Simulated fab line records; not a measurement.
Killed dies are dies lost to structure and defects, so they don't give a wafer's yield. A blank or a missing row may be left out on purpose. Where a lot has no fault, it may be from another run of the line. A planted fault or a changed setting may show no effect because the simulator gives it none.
Which tool did it? | flow n5 finfet | 10 lots with 28 wafers sampled at 5 steps, on a route of 1938 steps

== WHAT THE GAUGES READ, wafer by wafer ==
N5_SD_EPI_N_EPI_MEAS_23. Usual: thk nm reads 58.9 nm (standard deviation 1.2).
lot  | measured    | on            | thk nm (nm)    | flag
L726 | day 3 15:37 | film metro-01 | 58.4 56.5 59.2 |
L728 | day 3 23:32 | film metro-01 | 57.4 59.3 59.9 |
L729 | day 4 03:53 | film metro-01 | 59.2 55.9 58.4 |
L730 | day 4 11:50 | film metro-02 | 57.6 58.1 58.3 |
L731 | day 5 03:28 | film metro-01 | 57.2 56.5 59.7 |
L734 | day 5 13:14 | film metro-02 | 59.7 59.6 60.5 |
L737 | day 6 07:25 | film metro-01 | 59.2 59.7 59.5 |
L745 | day 8 04:34 | film metro-01 | 59.3 58.8      |
L746 | day 8 09:54 | film metro-01 | 59.7 57.5      |
L747 | day 8 18:23 | film metro-01 | 57.3 59.5 58.1 |

N5_SD_EPI_P_OVL_MEAS_10. Usual: SD_P_BLK_OVL typically reads -0.2 nm, with standard deviation 0.84.
lot  | measured    | on         | SD_P_BLK_OVL (nm) | flag
L726 | day 3 17:04 | overlay-01 | -1.1 0.2 -1.4     |
L728 | day 4 00:31 | overlay-02 | 0.7 -0.1 -0.4     |
L729 | day 4 04:46 | overlay-02 | -1.4 -0.5 0.0     |
L730 | day 4 12:50 | overlay-02 | -0.8 0.3 -0.4     |
L731 | day 5 04:28 | overlay-01 | -0.9 0.9 0.3      |
L734 | day 5 14:15 | overlay-02 | 0.0 -0.1 -0.6     |
L737 | day 6 08:18 | overlay-02 | 0.4 -1.1 -0.5     |
L745 | day 8 05:33 | overlay-02 | 0.1 0.4           |
L746 | day 8 10:46 | overlay-01 | 0.5 0.9           |
L747 | day 8 19:31 | overlay-02 | 0.7 0.9 -0.5      |

N5_BEOL_M4_RC_MEAS_101. Usual: DIBL_N 35.8 mV/V, standard deviation 1.8; DIBL_P 35.9 mV/V, standard deviation 2.2; IOFF_N 0.16 nA/um, standard deviation 0.035; IOFF_P 0.21 nA/um, standard deviation 0.04; ION_N 672 uA/um, standard deviation 11; ION_P 461 uA/um, standard deviation 7.4; SS_N 71.4 mV/dec, standard deviation 0.64; SS_P 73.2 mV/dec, standard deviation 0.67; VT_N 250 mV, standard deviation 3.5; VT_P -251 mV, standard deviation 3.4.
lot  | measured     | on        | DIBL_N (mV/V)  | DIBL_P (mV/V)  | IOFF_N (nA/um) | IOFF_P (nA/um) | ION_N (uA/um) | ION_P (uA/um) | SS_N (mV/dec)  | SS_P (mV/dec)  | VT_N (mV)   | VT_P (mV)      | flag
L726 | day 8 15:25  | prober-01 | 34.9 32.9 34.9 | 36.2 34.3 36.9 | 0.17 0.14 0.17 | 0.23 0.20 0.25 | 675 669 677   | 468 463 476   | 71.4 71.4 71.0 | 74.0 72.7 72.8 | 247 250 245 | -246 -250 -246 |
L728 | day 8 15:26  | prober-02 | 36.6 32.9 34.7 | 36.8 32.4 33.6 | 0.18 0.12 0.14 | 0.25 0.18 0.18 | 683 659 665   | 471 458 454   | 72.0 70.8 71.4 | 73.6 72.4 72.8 | 245 255 249 | -246 -251 -250 |
L729 | day 8 20:38  | prober-02 | 37.6 34.5 35.5 | 39.3 35.6 37.1 | 0.21 0.15 0.17 | 0.27 0.21 0.24 | 679 670 676   | 467 459 473   | 72.1 71.0 71.4 | 73.9 72.9 73.0 | 247 250 251 | -246 -247 -248 |
L730 | day 9 08:31  | prober-01 | 35.9 35.0 36.8 | 37.2 35.8 37.1 | 0.16 0.14 0.17 | 0.21 0.20 0.21 | 671 669 675   | 464 459 464   | 72.0 71.6 71.9 | 73.4 72.8 73.3 | 250 252 250 | -250 -254 -249 |
L731 | day 10 00:50 | prober-01 | 38.6 36.7 35.0 | 40.7 37.9 36.7 | 0.21 0.17 0.13 | 0.24 0.19 0.17 | 691 683 665   | 467 459 451   | 72.3 72.1 71.1 | 73.7 72.5 72.8 | 247 249 254 | -250 -251 -255 |
L734 | day 10 02:31 | prober-01 | 37.6 34.9 38.6 | 38.2 34.9 38.6 | 0.20 0.14 0.20 | 0.24 0.19 0.25 | 682 667 682   | 460 458 465   | 72.5 71.6 72.4 | 74.0 72.9 73.3 | 248 252 247 | -248 -252 -247 |
L737 | day 11 11:02 | prober-02 | 39.1 34.3 34.8 | 39.8 33.5 35.5 | 0.23 0.12 0.14 | 0.27 0.17 0.20 | 690 665 667   | 472 457 463   | 72.2 70.7 70.3 | 73.6 73.1 72.8 | 244 254 252 | -248 -252 -248 |
L745 | day 12 18:43 | prober-02 | 36.7 34.3      | 38.3 35.3      | 0.19 0.14      | 0.26 0.21      | 679 669       | 472 466       | 72.2 71.8      | 72.9 72.9      | 246 252     | -245 -248      |
L746 | day 12 23:56 | prober-01 | 37.1 33.7      | 37.8 32.5      | 0.17 0.11      | 0.21 0.15      | 679 660       | 458 454       | 72.1 70.9      | 74.1 72.8      | 246 255     | -251 -255      |
L747 | day 13 21:09 | prober-02 | 35.9 35.5 35.3 | 34.6 34.3 33.3 | 0.14 0.14 0.12 | 0.20 0.20 0.19 | 676 683 669   | 467 466 464   | 70.8 71.0 70.5 | 73.0 72.3 72.7 | 249 249 254 | -252 -251 -252 |

== EACH LOT AND THE TOOL THAT RAN IT (in order: tool; ch and the chambers of the sampled wafers; start) ==
lot  | N5_SD_EPI_N_PRECLEAN_49            | N5_SD_EPI_P_ETCH_36
L726 | remote plasma-02 ch 0, day 3 15:47 | rie diel-03 ch 0,1,2, day 3 17:10
L728 | remote plasma-02 ch 0, day 3 23:38 | rie diel-01 ch 0,3, day 4 00:37
L729 | remote plasma-02 ch 1, day 4 04:03 | rie diel-03 ch 0,2,3, day 4 04:59
L730 | remote plasma-01 ch 0, day 4 11:57 | rie diel-06 ch 0,3, day 4 13:22
L731 | remote plasma-02 ch 1, day 5 03:34 | rie diel-06 ch 1,2,3, day 5 04:33
L734 | remote plasma-02 ch 1, day 5 13:20 | rie diel-06 ch 1,2,3, day 5 14:20
L737 | remote plasma-01 ch 1, day 6 07:31 | rie diel-03 ch 1,2,3, day 6 08:23
L745 | remote plasma-01 ch 1, day 8 04:42 | rie diel-01 ch 0,1, day 8 05:38
L746 | remote plasma-01 ch 0, day 8 10:02 | rie diel-01 ch 1,2, day 8 11:07
L747 | remote plasma-01 ch 1, day 8 18:33 | rie diel-03 ch 0,1, day 8 19:37
- N5_SD_EPI_N_PRECLEAN_49: cleans in NF3:NH3, afs cycles 1, time 20 s, sublimation time 60 s.
- N5_SD_EPI_P_ETCH_36: etches SiARC in CF4, target depth 45.5 nm, time 75.8 s.

== AS READ BY THE TOOLS THEMSELVES (means over the sampled wafers that have a number; for cases with no such wafer, the mark the record gives instead) ==
N5_SD_EPI_P_ETCH_36. Usual: chamber pressure mTorr 40.00 mTorr, standard deviation 0.033; drypump motor current A 5.8 A, standard deviation 0.47; etch rf on time s 75.4 s, standard deviation 1.7; mfc ar sccm 100.0 sccm, standard deviation 0.31; oes product au 0.67 a.u., standard deviation 0.08; rf vpp V 183.6 V, standard deviation 1; showerhead plenum p Torr 2.11 Torr, standard deviation 0.035; throttle valve pct 15.69 %, standard deviation 0.29.
lot  | tool        | chamber pressure mTorr (mTorr) | drypump motor current A (A) | etch rf on time s (s) | mfc ar sccm (sccm) | oes product au (a.u.) | rf vpp V (V) | showerhead plenum p Torr (Torr) | throttle valve pct (%) | flag
L726 | rie diel-03 | 39.97                          | 5.8                         | 77.8                  | 99.7               | 0.61                  | 185.5        | 2.15                            | 15.98                  |
L728 | rie diel-01 | 40.01                          | 6.3                         | 75.1                  | 99.9               | 0.62                  | 184.9        | 2.12                            | 15.78                  |
L729 | rie diel-03 | 40.00                          | 5.5                         | 78.2                  | 99.9               | 0.61                  | 183.8        | 2.12                            | 15.89                  |
L730 | rie diel-06 | 40.02                          | 5.4                         | 75.9                  | 100.2              | 0.70                  | 183.2        | 2.07                            | 15.53                  |
L731 | rie diel-06 | 40.01                          | 5.4                         | 75.5                  | 99.9               | 0.65                  | 183.6        | 2.09                            | 15.69                  |
L734 | rie diel-06 | 40.00                          | 5.4                         | 74.9                  | 99.8               | 0.64                  | 183.1        | 2.09                            | 15.69                  |
L737 | rie diel-03 | 40.00                          | 5.4                         | 75.8                  | 100.2              | 0.62                  | 183.5        | 2.10                            | 15.97                  |
L745 | rie diel-01 | 39.99                          | 6.0                         | 74.2                  | 99.8               | 0.77                  | 183.8        | 2.09                            | 15.41                  |
L746 | rie diel-01 | 40.02                          | 5.9                         | 73.8                  | 99.8               | 0.78                  | 183.8        | 2.08                            | 15.40                  |
L747 | rie diel-03 | 40.00                          | 5.9                         | 76.0                  | 99.9               | 0.70                  | 184.1        | 2.14                            | 15.68                  |

== THE ANSWER, worked out from the rows above alone ==
Rule: take the mean of a lot's wafers that have a number; if it is more than 3 standard deviations from the usual mean, the lot is off. Also off: a lot with no number at a reading for which 4 or more lots have one. All remaining lots with rows at the step are treated as sound. Order of review: gauges by route order, followed by the tools' own readings, for which a lot's mean as printed above is used. The first step at which some lot is off is used, and at that step the reading that is off furthest; a lot without a number counts as furthest.
Nothing can be told from this: no lot is off at any reading shown.

== WHAT THE SIMULATOR PUT IN ==
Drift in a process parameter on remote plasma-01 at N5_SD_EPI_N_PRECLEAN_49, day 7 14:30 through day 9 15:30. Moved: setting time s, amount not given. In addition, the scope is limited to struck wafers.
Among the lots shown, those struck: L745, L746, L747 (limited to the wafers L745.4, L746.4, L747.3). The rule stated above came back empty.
